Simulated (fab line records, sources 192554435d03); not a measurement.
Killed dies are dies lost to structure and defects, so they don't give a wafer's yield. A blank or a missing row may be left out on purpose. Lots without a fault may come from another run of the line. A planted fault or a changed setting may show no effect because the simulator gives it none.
fab line records | flow n5_finfet
record lots=15 wafers=43 last_day=19
route steps=1938 shown BEOL_M0_SAQP@637 BEOL_M4@1111
lots that met no fault: from a run of the same line without faults
start_h: hours from the record's first day to the start of the lot's first wafer shown | wait_h: hours since the lot's step before | " the same as in the row above | L1.1+2: a row that stands for several wafers | - no value, or no start given | * or withheld: withheld | < > ~ a bound
route shown NAME@n: a module of which the file shows steps, and the number in the route of the first | usual: mean/standard deviation of fault-free wafers | same: alike in all rows | chamber/n: place in a boat | sites: the reading at each site | _std_site: their standard deviation | _edge_site: outer sites' mean less inner sites' | radius_mm: how far each site lies from the wafer's centre | mask NAME#n: copy n | behind: the tool/chamber that last shaped the wafer | hold: why the lot was held/for how many hours/how that ended | device: the transistor (n, p or np) that didn't switch | end of line: the same wafers' tests at the end of the route | a step without rows: its recipe alone | killed: dies lost to structure and defects at the first sort, not the wafer's yield | map: a wafer's dies, x killed, . not, _ none there
set.NAME: the setting as run; set.NAME@STEP: as run at that earlier step | model.NAME: the simulator's own value behind a step, which no gauge read
steps of the route over a sample of lots; a table a step, a row a wafer
services: from which hour (start_h, from the record's first day; less than 0 if before it) a tool's chamber was out of use, for how many hours, and why
## steps
# step N5_BEOL_M0_SAQP_PECVD_97
# recipe material=SiNx target_thk_a=230 temp_c=350 precursor=SiH4/NH3/N2 pressure_torr=1.5 rf_w=300 time_s=19.9
# usual heater_power_w=531/67 rf_fwd_power_W=296.8/1.5 showerhead_plenum_p_Torr=5.15/0.065 throttle_valve_pct=39.8/2
# columns lot.wafer tool chamber start_h wait_h heater_power_w rf_fwd_power_W showerhead_plenum_p_Torr throttle_valve_pct
L333.1 pecvd-03 2 106.23 0.0 497 299.4 5.23 39.7
L333.2 " 0 " " 486 296.8 5.17 39.0
L333.3 " 1 " " 583 292.6 5.08 36.7
L336.1 pecvd-01 0 126.45 0.0 543 297.7 5.14 42.5
L336.2 " 2 " " 522 297.5 5.13 39.9
L336.5 " 2 " " 520 296.1 5.14 39.7
L337.2 pecvd-03 2 135.05 0.0 511 298.6 5.25 39.8
L337.3 " 0 " " 454 298.2 5.17 38.9
L337.4 " 1 " " 628 294.2 5.07 36.6
L338.1 pecvd-01 1 138.86 0.0 466 296.8 5.15 41.1
L338.2 " 0 " " 549 297.1 5.14 42.9
L338.6 " 0 " " 544 297.5 5.12 42.8
L339.1 pecvd-03 0 149.83 0.0 533 298.1 5.15 39.1
L339.3 " 2 " " 460 297.9 5.25 39.5
L339.5 " 2 " " 454 297.9 5.24 39.5
L340.1 pecvd-03 2 151.25 0.0 509 298.4 5.24 39.7
L340.2 " 0 " " 516 297.8 5.19 39.0
L340.6 " 1 " " 594 295.0 5.08 36.7
L341.1 pecvd-03 1 156.10 0.0 600 294.7 5.07 36.7
L341.4 " 2 " " 428 298.2 5.23 39.4
L341.5 " 1 " " 588 295.6 5.08 36.5
L346.1 pecvd-01 1 184.78 0.0 487 298.7 5.16 41.4
L346.2 " 0 " " 507 298.4 5.13 43.1
L346.3 " 2 " " 463 298.5 5.12 40.1
L345.2 pecvd-03 1 185.64 0.0 577 293.2 5.06 36.9
L345.5 " 0 " " 501 297.3 5.16 39.5
L345.6 " 1 " " 564 294.3 5.08 36.7
L348.3 pecvd-01 2 197.49 0.0 486 297.3 5.13 40.2
L348.6 " 1 " " 406 298.1 5.17 41.3
L352.3 pecvd-03 0 220.74 0.0 492 297.3 5.17 39.3
L352.4 " 1 " " 650 294.6 5.08 36.9
L352.5 " 0 " " 498 298.1 5.17 39.4
L353.1 pecvd-01 2 224.90 0.0 495 296.2 5.13 40.4
L353.2 " 1 " " 501 296.8 5.18 41.1
L353.4 " 1 " " 486 298.2 5.17 41.3
L354.1 pecvd-03 0 231.15 0.0 538 298.6 5.17 39.6
L354.4 " 0 " " 544 299.1 5.18 39.5
L354.5 " 0 " " 544 296.8 5.18 39.5
L355.5 pecvd-03 0 241.60 0.0 552 298.8 5.18 39.7
L355.6 " 2 " " 506 296.6 5.22 34.5
L356.2 pecvd-01 2 244.69 0.0 546 298.5 5.15 40.0
L356.3 " 0 " " 531 297.8 5.13 43.4
L356.6 " 0 " " 529 298.7 5.14 43.5
# step N5_BEOL_M0_SAQP_ETCH_83
# recipe chemistry=CF4 target=SiARC target_depth_a=390 mask_material=CAR-ArF time_s=65 ion_energy_ev=80 pressure_mtorr=40 source_w=545 bias_w=36 Ar_flow_sccm=100 cf4_flow_sccm=100 ends=cleared
# usual bias_w=36.00/0.11 cf4_flow_sccm=100.0/0.3 drypump_motor_current_A=5.7/0.49 etch_rf_on_time_s=64.7/1.2 oes_product_au=0.69/0.09 rf_fwd_power_W=538.1/2.8 rf_vpp_V=183.6/0.99 showerhead_plenum_p_Torr=2.11/0.054 throttle_valve_pct=15.62/0.22
# columns lot.wafer tool chamber start_h wait_h bias_w cf4_flow_sccm drypump_motor_current_A etch_rf_on_time_s oes_product_au rf_fwd_power_W rf_hours_counter_h rf_vpp_V showerhead_plenum_p_Torr throttle_valve_pct
L333.1 rie_diel-02 3 106.97 0.0 36.28 99.9 5.6 62.9 0.80 532.9 13 183.7 2.11 15.65
L333.2 " 0 " " 35.89 100.1 5.1 64.8 0.60 535.5 254 185.1 2.19 16.02
L333.3 " 2 " " 36.15 99.8 6.2 66.4 0.56 535.9 251 182.2 2.13 15.97
L336.1 rie_diel-03 3 127.64 0.0 35.96 100.0 5.1 65.2 0.59 538.2 235 183.6 2.12 15.91
L336.2 " 0 " " 36.03 100.0 6.2 64.2 0.65 537.7 159 183.0 2.05 15.51
L336.5 " 0 " " 36.00 100.2 6.2 64.4 0.65 537.6 - 185.4 2.05 15.52
L337.2 rie_diel-03 3 135.93 0.0 35.98 99.9 5.1 66.2 0.58 541.3 239 183.8 2.12 15.91
L337.3 " 0 " " 36.13 99.8 6.2 65.0 0.64 536.7 163 183.4 2.05 15.53
L337.4 " 1 " " 35.96 100.2 5.3 66.1 0.76 542.0 - 182.5 2.11 15.66
L338.1 rie_diel-06 0 139.47 0.0 36.06 100.3 5.0 67.1 0.57 541.5 241 183.8 2.21 15.69
L338.2 " 2 " " 35.92 100.5 5.4 66.7 0.63 537.5 141 183.0 2.14 15.42
L338.6 " 3 " " 36.22 100.1 6.1 65.3 0.60 539.1 - 183.2 2.03 15.96
L339.1 rie_diel-03 0 150.45 0.0 35.96 99.8 6.2 64.5 0.64 539.3 168 183.4 2.05 15.55
L339.3 " 2 " " 36.08 100.2 5.9 65.4 0.64 535.6 154 183.8 2.07 15.50
L339.5 " 2 " " 36.05 100.9 6.0 65.3 0.65 538.7 - 183.6 2.07 15.50
L340.1 rie_diel-06 1 151.87 0.0 36.09 100.0 6.6 64.0 0.85 537.7 1 184.3 2.19 15.40
L340.2 " 0 " " 36.09 100.8 5.0 66.4 0.57 542.8 246 183.8 2.20 15.71
L340.6 " 2 " " 36.20 99.5 5.4 66.9 0.63 540.5 - 183.8 2.14 15.45
L341.1 rie_diel-03 0 156.97 0.0 36.02 100.2 6.2 64.9 0.64 537.4 170 183.4 2.05 15.55
L341.4 " 3 " " 35.96 100.6 5.2 66.8 0.58 541.9 247 182.5 2.11 15.92
L341.5 " 1 " " 36.07 100.0 5.4 66.1 0.74 542.2 - 183.7 2.10 15.66
L346.1 rie_diel-06 0 185.52 0.0 35.72 99.6 5.0 64.2 0.86 539.5 2 185.0 2.20 15.23
L346.2 " 1 " " 35.94 99.9 6.6 64.1 0.81 535.3 12 184.1 2.18 15.42
L346.3 " 3 " " 36.06 99.9 6.2 64.7 0.60 539.8 221 181.7 2.03 16.00
L345.2 rie_diel-06 1 186.38 0.0 36.07 99.9 6.6 63.8 0.81 534.6 12 184.5 2.18 15.41
L345.5 " 3 " " 35.79 99.8 6.2 65.1 0.60 538.5 - 182.5 2.03 15.98
L345.6 " 0 " " 35.85 100.6 5.0 64.4 0.84 541.4 - 184.8 2.20 15.22
L348.3 rie_diel-06 0 198.28 0.0 35.95 100.7 5.0 63.9 0.82 543.9 7 183.5 2.20 15.25
L348.6 " 0 " " 35.94 100.0 5.1 63.7 0.83 541.5 - 185.4 2.20 15.24
L352.3 rie_diel-03 2 221.54 0.0 36.01 100.0 5.9 64.5 0.63 534.7 177 182.3 2.06 15.53
L352.4 " 2 " " 36.09 99.6 5.9 64.0 0.63 537.2 - 181.3 2.06 15.54
L352.5 " 3 " " 35.98 100.1 5.1 64.0 0.79 539.8 - 183.7 2.11 15.42
L353.1 rie_diel-03 1 225.64 0.0 36.04 99.9 5.3 65.3 0.72 541.8 64 182.5 2.10 15.69
L353.2 " 2 " " 35.83 100.4 5.9 64.7 0.63 535.6 179 181.8 2.06 15.54
L353.4 " 3 " " 36.04 99.7 5.2 64.9 0.80 538.3 14 183.2 2.11 15.43
L354.1 rie_diel-06 2 232.23 0.0 35.99 99.9 5.4 65.7 0.62 538.4 169 183.2 2.13 15.47
L354.4 " 3 " " 36.23 100.5 6.2 64.3 0.59 537.1 232 182.6 2.03 16.02
L354.5 " 1 " " 36.14 99.9 6.6 63.2 0.78 535.2 - 184.3 2.18 15.45
L355.5 rie_diel-02 1 242.35 0.0 35.96 100.2 5.9 62.7 0.65 542.2 - 184.5 2.14 15.67
L355.6 " 0 " " 36.06 99.8 5.2 63.0 0.77 532.5 - 183.4 2.17 15.59
L356.2 rie_diel-02 2 245.43 0.0 35.97 100.2 6.2 65.0 0.77 537.3 18 182.7 2.11 15.53
L356.3 " 0 " " 36.08 100.0 5.1 62.7 0.77 532.7 28 184.4 2.17 15.58
L356.6 " 2 " " 35.96 99.5 6.1 64.9 0.77 537.9 - 184.1 2.11 15.53
# step N5_BEOL_M0_SAQP_MANDREL_ETCH_20
# recipe target_depth_a=600 chemistry=HBr/Cl2 target=a-Si stop_on=SiNx bt_time_s=10 mask_material=SOC over_etch_frac=0.5 time_s=30 pressure_mtorr=10 icp_w=800 bias_w=75 HBr_flow_sccm=150 Cl2_flow_sccm=80 ends=end_point
# usual HBr_flow_sccm=150.0/0.45 bias_w=75.00/0.23 drypump_motor_current_A=5.5/0.52 oes_product_au=0.773/0.012 rf_fwd_power_W=795.6/2.8 throttle_valve_pct=35.39/0.29
# columns lot.wafer tool chamber start_h wait_h HBr_flow_sccm bias_w drypump_motor_current_A oes_product_au rf_fwd_power_W rf_hours_counter_h throttle_valve_pct
L333.1 rie_si-04 3 107.21 0.0 149.7 74.97 4.9 0.762 801.8 0 35.33
L333.2 " 0 " " 149.7 75.25 5.7 0.758 795.0 192 35.05
L333.3 " 2 " " 150.2 75.25 5.3 0.761 793.9 166 35.81
L336.1 rie_si-04 0 127.88 0.0 150.4 74.58 5.7 0.761 792.0 192 35.04
L336.2 " 1 " " 150.2 74.82 5.6 0.792 792.0 193 35.75
L336.5 " 2 " " 149.9 75.39 5.3 0.773 796.8 - 35.77
L337.2 rie_si-06 2 136.17 0.0 150.0 74.85 5.2 0.768 800.0 60 35.30
L337.3 " 3 " " 149.6 74.68 4.8 0.772 791.4 171 35.76
L337.4 " 1 " " 150.0 75.08 4.8 0.770 792.4 62 35.22
L338.1 rie_si-01 1 139.71 0.0 150.0 75.26 6.6 0.795 790.3 180 35.58
L338.2 " 0 " " 149.9 74.47 6.3 0.778 797.6 10 35.34
L338.6 " 2 " " 149.1 75.08 6.0 0.790 794.2 - 35.34
L339.1 rie_si-01 2 150.69 0.0 149.7 74.90 6.0 0.766 796.1 49 35.37
L339.3 " 3 " " 150.3 74.86 5.7 0.775 792.5 83 35.28
L339.5 " 2 " " 149.8 74.84 6.0 0.777 789.3 - 35.37
L340.1 rie_si-04 3 152.11 0.0 149.8 75.21 4.9 0.757 795.8 1 35.34
L340.2 " 2 " " 148.9 74.99 5.3 0.754 794.8 166 35.82
L340.6 " 3 " " 150.4 75.04 4.9 0.762 799.2 - 35.32
L341.1 rie_si-04 2 157.21 0.0 149.7 74.81 5.3 0.757 795.1 167 35.83
L341.4 " 0 " " 149.6 74.97 5.7 0.762 799.2 - 35.05
L341.5 " 2 " " 150.7 74.90 5.4 0.763 795.8 - 35.80
L346.1 rie_si-06 2 185.76 0.0 150.1 74.90 5.3 0.769 796.8 61 35.26
L346.2 " 0 " " 149.8 75.04 5.7 0.773 801.3 8 34.87
L346.3 " 3 " " 150.5 75.21 4.8 0.782 792.5 172 35.73
L345.2 rie_si-04 2 186.62 0.0 150.1 75.06 5.3 0.756 801.1 167 35.83
L345.5 " 2 " " 150.1 74.93 5.3 0.768 798.3 - 35.82
L345.6 " 3 " " 149.2 74.73 4.9 0.758 794.1 - 35.33
L348.3 rie_si-04 2 198.52 0.0 150.0 74.98 5.3 0.759 794.4 167 35.81
L348.6 " 0 " " 149.7 75.37 5.7 0.775 793.5 - 35.16
L352.3 rie_si-04 3 221.78 0.0 - - - - - - -
L352.4 " 0 " " - - - - - - -
L352.5 " 1 " " - - - - - - -
L353.1 rie_si-01 0 225.88 0.0 - - - - - - -
L353.2 " 1 " " - - - - - - -
L353.4 " 3 " " - - - - - - -
L354.1 rie_si-04 3 232.47 0.0 - - - - - - -
L354.4 " 0 " " - - - - - - -
L354.5 " 2 " " - - - - - - -
L355.5 rie_si-06 3 242.60 0.1 150.5 74.69 4.8 0.777 794.7 - 35.75
L355.6 " 2 " " 150.8 74.72 5.2 0.781 795.9 - 35.26
L356.2 rie_si-01 0 245.67 0.0 150.7 75.24 6.3 0.771 794.8 12 35.34
L356.3 " 1 " " 150.2 75.08 6.6 0.788 796.8 181 35.60
L356.6 " 0 " " 149.5 74.87 6.3 0.781 795.1 - 35.34
# step N5_BEOL_M0_SAQP_SPACER1_ALD_98
# recipe material=SiO2 target_thk_a=128 temp_c=300 ald_precursor_family=BDEAS ald_co_reactant=O2-plasma pulse_time_s=1 purge_time_s=2 co_reactant_purge_time_s=2 ald_cycles=138 pressure_torr=2
# usual heater_power_w=473/33 precursor_pulse_height_rel=1.001/0.018
# columns lot.wafer tool chamber start_h wait_h heater_power_w precursor_pulse_height_rel
L333.1 ald_sin-01 1 108.09 0.3 420 1.008
L333.2 " 2 " " 469 1.008
L333.3 " 0 " " 522 1.023
L336.1 ald_sin-02 2 128.50 0.3 462 1.003
L336.2 " 3 " " 514 0.989
L336.5 " 1 " " 433 0.982
L337.2 ald_sin-04 1 137.47 1.0 507 0.992
L337.3 " 3 " " 512 0.956
L337.4 " 0 " " 401 1.025
L338.1 ald_sin-04 0 140.46 0.3 409 1.022
L338.2 " 1 " " 518 1.019
L338.6 " 3 " " 506 1.008
L339.1 ald_sin-04 2 151.38 0.3 456 0.992
L339.3 " 3 " " 507 1.035
L339.5 " 1 " " 505 0.989
L340.1 ald_sin-04 3 152.72 0.3 496 0.981
L340.2 " 0 " " 408 1.003
L340.6 " 3 " " 504 1.002
L341.1 ald_sin-04 0 157.94 0.3 406 1.016
L341.4 " 3 " " 503 1.037
L341.5 " 0 " " 402 0.982
L346.1 ald_sin-02 3 186.47 0.4 502 1.000
L346.2 " 2 " " 471 0.993
L346.3 " 0 " " 475 0.995
L345.2 ald_sin-02 2 187.23 0.3 471 0.999
L345.5 " 1 " " 438 1.028
L345.6 " 2 " " 480 0.995
L348.3 ald_sin-02 1 199.13 0.1 451 0.999
L348.6 " 0 " " 489 0.955
L352.3 ald_sin-02 0 222.66 0.1 487 0.997
L352.4 " 3 " " 511 0.995
L352.5 " 1 " " 435 0.983
L353.1 ald_sin-02 2 226.49 0.3 470 0.985
L353.2 " 0 " " 470 1.003
L353.4 " 1 " " 438 0.960
L354.1 ald_sin-02 3 233.08 0.3 497 0.995
L354.4 " 2 " " 473 0.990
L354.5 " 3 " " 518 0.984
L355.5 ald_sin-01 1 243.40 0.3 422 1.003
L355.6 " 2 " " 468 0.982
L356.2 ald_sin-02 3 246.29 0.3 519 1.012
L356.3 " 0 " " 480 0.990
L356.6 " 3 " " 515 0.982
# step N5_BEOL_M0_SAQP_SPACER1_ETCHBACK_99
# recipe chemistry=CHF3/O2 mode=anisotropic_etchback target=SiO2 target_depth_a=154 time_s=7.7 pressure_mtorr=30 source_w=650 bias_w=170 Ar_flow_sccm=200 CHF3_flow_sccm=50 O2_flow_sccm=5 ion_energy_ev=200
# usual CHF3_flow_sccm=49.98/0.17 drypump_motor_current_A=5.7/0.5 oes_product_au=0.80/0.11 rf_fwd_power_W=645.4/2.6 rf_vpp_V=524/8.8 showerhead_plenum_p_Torr=2.40/0.064 throttle_valve_pct=18.95/0.2
# columns lot.wafer tool chamber start_h wait_h CHF3_flow_sccm drypump_motor_current_A oes_product_au rf_fwd_power_W rf_hours_counter_h rf_vpp_V showerhead_plenum_p_Torr throttle_valve_pct
L333.1 rie_diel-06 0 108.56 0.3 49.69 5.0 0.68 649.2 230 529 2.49 18.99
L333.2 " 3 " " 50.16 6.2 0.71 645.9 194 516 2.29 19.19
L333.3 " 2 " " 49.95 5.4 0.75 648.9 130 533 2.42 18.72
L336.1 rie_diel-03 1 128.97 0.3 49.87 5.3 0.87 648.2 36 517 2.37 18.97
L336.2 " 3 " " 50.15 5.2 0.68 649.2 236 520 2.39 19.17
L336.5 " 1 " " 49.82 5.3 0.88 646.0 - 519 2.37 18.97
L337.2 rie_diel-06 2 137.95 0.3 50.11 5.4 0.74 645.8 140 530 2.41 18.74
L337.3 " 0 " " 50.22 5.0 0.68 647.2 241 527 2.49 19.00
L337.4 " 0 " " 50.14 5.0 0.67 649.3 - 529 2.49 19.00
L338.1 rie_diel-02 0 140.94 0.3 49.94 5.1 0.70 642.4 269 522 2.46 19.28
L338.2 " 2 " " 50.09 6.2 0.65 649.6 267 506 2.39 19.29
L338.6 " 3 " " 49.74 5.6 0.91 641.6 - 525 2.37 19.05
L339.1 rie_diel-02 1 151.86 0.3 50.06 5.9 0.79 644.2 129 524 2.40 18.81
L339.3 " 2 " " 49.84 6.1 0.65 645.1 270 508 2.39 19.30
L339.5 " 3 " " 50.01 5.7 0.92 643.6 - 525 2.37 19.05
L340.1 rie_diel-06 3 153.22 0.3 49.92 6.2 0.70 646.4 209 518 2.28 19.21
L340.2 " 0 " " 49.88 5.0 0.67 649.5 247 529 2.49 19.02
L340.6 " 2 " " 50.06 5.4 0.74 645.3 - 530 2.41 18.73
L341.1 rie_diel-06 1 158.42 0.3 49.96 6.6 0.99 644.4 3 543 2.47 18.77
L341.4 " 3 " " 49.98 6.1 0.71 644.5 211 517 2.28 19.21
L341.5 " 0 " " 49.96 5.0 0.67 649.6 - 527 2.49 19.02
L346.1 rie_diel-03 0 186.94 0.3 49.99 6.2 0.74 647.7 180 517 2.30 18.81
L346.2 " 1 " " 49.71 5.3 0.85 644.1 54 518 2.36 19.01
L346.3 " 3 " " 49.92 5.2 0.98 648.0 1 518 2.38 18.74
L345.2 rie_diel-02 1 187.71 0.3 49.96 5.9 0.77 645.6 142 521 2.40 18.84
L345.5 " 3 " " 49.97 5.6 0.89 643.3 - 524 2.36 19.08
L345.6 " 0 " " 49.87 5.2 0.94 643.9 - 522 2.45 18.87
L348.3 rie_diel-02 2 199.63 0.3 50.02 6.2 0.94 644.6 5 507 2.39 18.88
L348.6 " 3 " " 50.05 5.6 0.87 642.8 - 524 2.36 19.06
L352.3 rie_diel-02 3 223.14 0.3 49.97 5.6 0.32 644.6 55 524 2.36 18.99
L352.4 " 1 " " 49.80 6.0 0.27 646.4 154 524 2.39 18.74
L352.5 " 0 " " 49.88 5.1 0.34 643.6 - 522 2.45 18.80
L353.1 rie_diel-02 0 226.97 0.3 49.92 5.2 0.33 640.6 23 522 2.45 18.79
L353.2 " 1 " " 50.06 5.9 0.27 648.6 155 523 2.39 18.74
L353.4 " 3 " " 50.18 5.6 0.32 644.8 57 524 2.36 18.97
L354.1 rie_diel-06 0 233.56 0.3 50.04 5.0 0.36 648.8 15 528 2.48 18.53
L354.4 " 2 " " 49.99 5.4 0.27 646.8 169 531 2.40 18.64
L354.5 " 3 " " 49.99 6.2 0.26 646.3 - 517 2.28 19.14
L355.5 rie_diel-06 2 243.68 0.1 49.71 5.4 0.72 644.1 - 530 2.40 18.79
L355.6 " 1 " " 50.15 6.6 0.93 642.3 - 541 2.46 18.81
L356.2 rie_diel-06 2 246.77 0.3 50.19 5.4 0.71 648.1 172 532 2.40 18.77
L356.3 " 0 " " 49.80 5.0 0.94 649.0 18 528 2.48 18.65
L356.6 " 2 " " 50.30 5.4 0.72 647.2 - 532 2.40 18.76
# step N5_BEOL_M0_SAQP_CD_MEAS_25
# recipe target_cd_nm=13.1 landing_energy_ev=1000 detector=se_inlens
# usual cd_nm=12.77/0.23
# same landing_energy_ev=1000
# columns lot.wafer tool chamber start_h wait_h cd_nm
L333.1 cd_sem-03 0 108.76 0.1 12.75
L333.2 " 0 " " 12.81
L333.3 " 0 " " 13.07
L336.1 cd_sem-02 0 129.17 0.1 13.11
L336.2 " 0 " " 12.29
L336.5 " 0 " " 12.87
L337.2 cd_sem-02 0 138.14 0.1 12.88
L337.3 " 0 " " 13.13
L337.4 " 0 " " 12.55
L338.1 cd_sem-03 0 141.13 0.1 12.63
L338.2 " 0 " " 13.00
L338.6 " 0 " " 12.61
L339.1 cd_sem-01 0 152.06 0.1 13.11
L339.3 " 0 " " 13.01
L339.5 " 0 " " 12.37
L340.1 cd_sem-01 0 153.42 0.1 13.12
L340.2 " 0 " " 12.91
L340.6 " 0 " " 12.57
L341.1 cd_sem-01 0 158.61 0.1 12.66
L341.4 " 0 " " 13.04
L341.5 " 0 " " 12.90
L346.1 cd_sem-02 0 187.14 0.1 12.77
L346.2 " 0 " " 12.53
L346.3 " 0 " " 13.06
L345.2 cd_sem-03 0 187.91 0.1 13.09
L345.5 " 0 " " 12.77
L345.6 " 0 " " 12.78
L348.3 cd_sem-01 0 199.83 0.1 12.62
L348.6 " 0 " " 13.19
L352.3 cd_sem-03 0 223.33 0.1 -
L352.4 " 0 " " -
L352.5 " 0 " " -
L353.1 cd_sem-02 0 227.16 0.1 -
L353.2 " 0 " " -
L353.4 " 0 " " -
L354.1 cd_sem-02 0 233.75 0.1 -
L354.4 " 0 " " -
L354.5 " 0 " " -
L355.5 cd_sem-02 0 243.85 0.0 12.71
L355.6 " 0 " " 12.59
L356.2 cd_sem-01 0 246.97 0.1 12.77
L356.3 " 0 " " 12.68
L356.6 " 0 " " 12.63
# step N5_BEOL_M4_RC_MEAS_101
# usual DIBL_N=36.5/1.7 DIBL_P=36.6/2.2 IOFF_N=0.16/0.033 IOFF_P=0.22/0.035 ION_N=671/12 ION_P=462/7.7 SS_N=71.6/0.54 SS_P=73.3/0.71 VT_N=250/3.2 VT_P=-249.9/2.9
# columns lot.wafer tool chamber start_h wait_h DIBL_N[mV/V] DIBL_P[mV/V] IOFF_N[nA/um] IOFF_P[nA/um] ION_N[uA/um] ION_P[uA/um] SS_N[mV/dec] SS_P[mV/dec] VT_N[mV] VT_P[mV]
L336.1 prober-01 0 192.62 0.0 36.5 37.9 0.16 0.23 679 461 71.6 73.4 250 -249.5
L336.2 " 0 " " 37.4 39.3 0.18 0.25 683 469 72.2 74.0 247 -246.7
L336.5 " 0 " " 33.9 35.1 0.13 0.19 684 469 70.8 71.7 251 -251.5
L333.1 prober-01 0 193.55 0.6 36.9 36.5 0.14 0.21 655 453 71.7 73.7 252 -249.5
L333.2 " 0 " " 37.4 37.4 0.16 0.22 682 474 72.2 73.2 250 -249.0
L333.3 " 0 " " 34.7 33.0 0.11 0.15 654 453 71.3 71.9 256 -254.7
L338.1 prober-02 0 217.45 0.0 37.7 36.2 0.16 0.26 663 473 71.5 73.5 249 -245.9
L338.2 " 0 " " 35.9 33.7 0.13 0.22 665 469 70.6 73.4 251 -247.4
L338.6 " 0 " " 38.8 37.7 0.18 0.29 686 477 71.5 73.4 247 -242.1
L337.2 prober-02 0 219.44 0.2 37.4 37.0 0.17 0.21 670 456 72.0 73.9 248 -250.5
L337.3 " 0 " " 39.0 40.3 0.22 0.29 690 470 71.7 75.1 246 -246.2
L337.4 " 0 " " 37.2 37.0 0.16 0.22 673 463 71.7 73.6 249 -251.4
L339.1 prober-02 0 226.39 0.0 37.2 39.3 0.18 0.27 670 471 71.9 73.8 251 -245.9
L339.3 " 0 " " 34.2 35.6 0.13 0.20 674 471 71.5 72.4 251 -250.3
L339.5 " 0 " " 36.3 38.2 0.16 0.25 689 482 72.2 72.7 249 -246.8
L340.1 prober-01 0 252.19 0.0 35.8 34.8 0.14 0.17 668 455 71.3 73.2 251 -256.8
L340.2 " 0 " " 37.5 36.0 0.16 0.19 665 452 71.2 73.3 251 -254.6
L340.6 " 0 " " 39.2 40.1 0.21 0.25 685 465 71.3 74.3 246 -250.4
L341.1 prober-02 0 252.82 0.0 37.2 39.9 0.24 0.31 693 476 72.5 74.7 244 -244.2
L341.4 " 0 " " 35.3 37.5 0.20 0.26 684 476 71.9 73.0 243 -245.9
L341.5 " 0 " " 36.0 37.7 0.21 0.27 682 465 71.7 73.8 245 -246.9
L346.1 prober-02 0 283.83 0.0 35.5 37.0 0.15 0.23 674 470 72.4 73.7 249 -248.1
L346.2 " 0 " " 35.2 35.6 0.14 0.19 661 464 72.0 72.9 253 -251.9
L346.3 " 0 " " 34.3 34.7 0.13 0.18 653 455 71.3 72.8 256 -251.0
L345.2 prober-01 0 285.88 0.2 39.3 39.7 0.22 0.27 694 469 72.1 73.3 247 -246.6
L345.5 " 0 " " 37.7 36.7 0.18 0.23 657 455 72.0 73.9 249 -249.7
L345.6 " 0 " " 37.1 36.1 0.17 0.21 667 465 71.3 73.1 248 -252.6
L348.3 prober-02 0 292.06 0.3 39.4 38.5 0.22 0.28 674 466 72.6 74.3 246 -247.4
L348.6 " 0 " " 39.3 38.4 0.21 0.27 674 461 71.6 74.5 248 -246.6
L355.5 prober-01 0 322.10 0.6 37.2 37.7 0.17 0.22 670 464 71.4 74.1 249 -251.2
L355.6 " 0 " " 38.7 39.0 0.19 0.22 680 464 72.3 73.5 247 -251.2
L356.2 prober-02 0 345.21 0.2 37.7 36.2 0.17 0.21 661 456 71.8 72.8 251 -251.5
L356.3 " 0 " " 37.1 35.0 0.16 0.20 679 457 71.6 73.3 251 -251.8
L356.6 " 0 " " 39.2 38.0 0.20 0.25 689 469 72.0 74.1 247 -249.3
## services
# columns tool chamber start_h hours kind
rie_diel-02 1 92.78 49.6 repair
rie_si-01 - 101.90 0.6 repair
rie_diel-03 2 105.84 32.7 repair
rie_diel-06 3 124.73 5.6 repair
rie_diel-06 1 131.61 - clean
rie_diel-06 1 131.61 - consumable_replace:focus_ring
rie_diel-06 1 131.61 18.2 scheduled_down
rie_diel-06 1 131.61 18.2 vent_cycle
pecvd-01 2 134.20 3.6 repair
pecvd-01 - 134.50 3.3 repair
rie_diel-03 1 144.34 6.4 repair
ald_sin-02 1 153.56 13.7 repair
pecvd-01 - 164.27 14.6 pm
ald_sin-01 1 167.29 8.2 repair
rie_si-04 0 169.83 1.2 repair
pecvd-03 - 173.19 0.9 repair
ald_sin-01 - 178.37 14.0 pm
rie_si-04 1 195.84 3.4 repair
ald_sin-01 1 207.69 18.5 repair
rie_si-01 - 207.75 3.7 repair
ald_sin-02 3 209.62 2.7 repair
rie_diel-03 1 215.68 5.8 repair
pecvd-01 2 216.74 5.9 repair
ald_sin-04 1 231.85 2.8 repair
## key
first_sign step=N5_BEOL_M0_SAQP_MANDREL_ETCH_20 reading=tool_record direction=missing
effect step=N5_BEOL_M0_SAQP_SPACER1_ETCHBACK_99 reading=oes_product_au direction=down sigmas=4.5 usual=0.80 struck=0.31
effect step=N5_BEOL_M0_SAQP_CD_MEAS_25 reading=cd_nm direction=missing
met_at N5_BEOL_M0_SAQP_MANDREL_ETCH_20
struck_lots L352,L353,L354
later_rows_left_out L352.3,L352.4,L352.5,L353.1,L353.2,L353.4,L354.1,L354.4,L354.5
sort_left_out L352.3,L352.4,L352.5,L353.1,L353.2,L353.4,L354.1,L354.4,L354.5
not_acting_at N5_BEOL_M0_SAQP_PECVD_97,N5_BEOL_M0_SAQP_ETCH_83,N5_BEOL_M0_SAQP_SPACER1_ALD_98
onset_between 198.52 221.78
fault kind=skipped_step_whole tool=rie_si-01,rie_si-04 chamber=- onset_h=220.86 steps=N5_BEOL_M0_SAQP_MANDREL_ETCH_20 scope=struck_lots_only
# sort_left_out: the simulated sort isn't trusted on such a fault, so these wafers' sort isn't shown, and their yield isn't known
# later_rows_left_out: the simulator's readings of these wafers behind a module that went badly wrong aren't trusted and aren't shown, but for the sort
